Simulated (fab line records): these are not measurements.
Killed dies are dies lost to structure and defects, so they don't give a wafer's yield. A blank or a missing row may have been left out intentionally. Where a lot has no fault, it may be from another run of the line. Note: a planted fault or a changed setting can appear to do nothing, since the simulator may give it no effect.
A struck lot beside a sound one    flow nandHarc    14 steps out of a route of 1302
Sound: the wafers L234.1, L234.4, L234.6. Struck: wafers L227.2, L227.3, L227.6. The cause is given at the end.
At each step with rows: each side's tool, then ch and its chambers, then its first start. Under that, the readings that differ: sound wafers    struck wafers    difference of the means    sigmas: that difference in standard deviations of wafers without a fault.
alike: readings with means less than 2 such deviations apart, plus words and numbers identical on both sides. not compared: withheld readings, readings lacking a value on some wafer, bounds such as >300 that could conceal the same value, and numbers that have no deviation in the record and whose values overlap.
Wherever a step has rows on one side only, a row that says differs or no value, or a row with sigmas, the two part there. Numbers that have no deviation but don't overlap get no sigmas and don't part them. Lack of a reading on every wafer of one side parts them only where that side has two or more wafers.

first, 8 steps without rows for these wafers: NHARC_P_ZERO_WELL_DEHYDRATE_16 (time 120 s); NHARC_P_ZERO_WELL_HMDS_17 (time 30 s); NHARC_P_ZERO_WELL_COAT_18; NHARC_P_ZERO_WELL_SOFTBAKE_19 (time 95 s); NHARC_P_ZERO_WELL_EBR_20; NHARC_P_ZERO_WELL_EXPOSE_21 (exposes mask P NWELL, target cd 720 nm); NHARC_P_ZERO_WELL_PEB_22 (peb time 85 s); NHARC_P_ZERO_WELL_DEVELOP_23 (time 70 s).
NHARC_P_ZERO_WELL_CD_MEAS_24: target cd 720 nm.
  sound on cdSem-01 ch 0, day 8 14:44; struck on cdSem-02 ch 0, day 5 16:35
  alike: cdNm
then, 1 step without rows for these wafers: NHARC_P_ZERO_WELL_HARDBAKE_25 (time 80 s).
NHARC_P_ZERO_WELL_DESCUM_26: chemistry O2, time 3 s.
  sound on rieDiel-12 ch 1,2, day 8 14:54; struck on rieDiel-01 ch 0,2, day 5 16:46
  alike: drypumpMotorCurrentA, o2FlowSccm, oesProductAu, rfVppV, showerheadPlenumPTorr, throttleValvePct
  not compared: rfHoursCounterH
then, 1 step without rows for these wafers: NHARC_P_ZERO_WELL_IMPLANT_27.
NHARC_P_ZERO_WELL_IMPLANT_57:
  sound on implanter-02 ch 0, day 8 15:15; struck on implanter-01, day 5 17:06
  no value came back on the struck wafers for beamEnergyKeV, beamOnS (s), implantIonAmu; on the sound wafers beamEnergyKeV reads 249.94 249.90 249.86
then, 1 step without rows for these wafers: NHARC_P_ZERO_WELL_IMPLANT_58.

== WHERE THEY PART ==
At NHARC_P_ZERO_WELL_IMPLANT_57 and nowhere else, as far as this record goes.

WHY: the cause the simulator had injected
Step skipped in full: implanter-01, at NHARC_P_ZERO_WELL_IMPLANT_57, from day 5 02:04 onward. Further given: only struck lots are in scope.
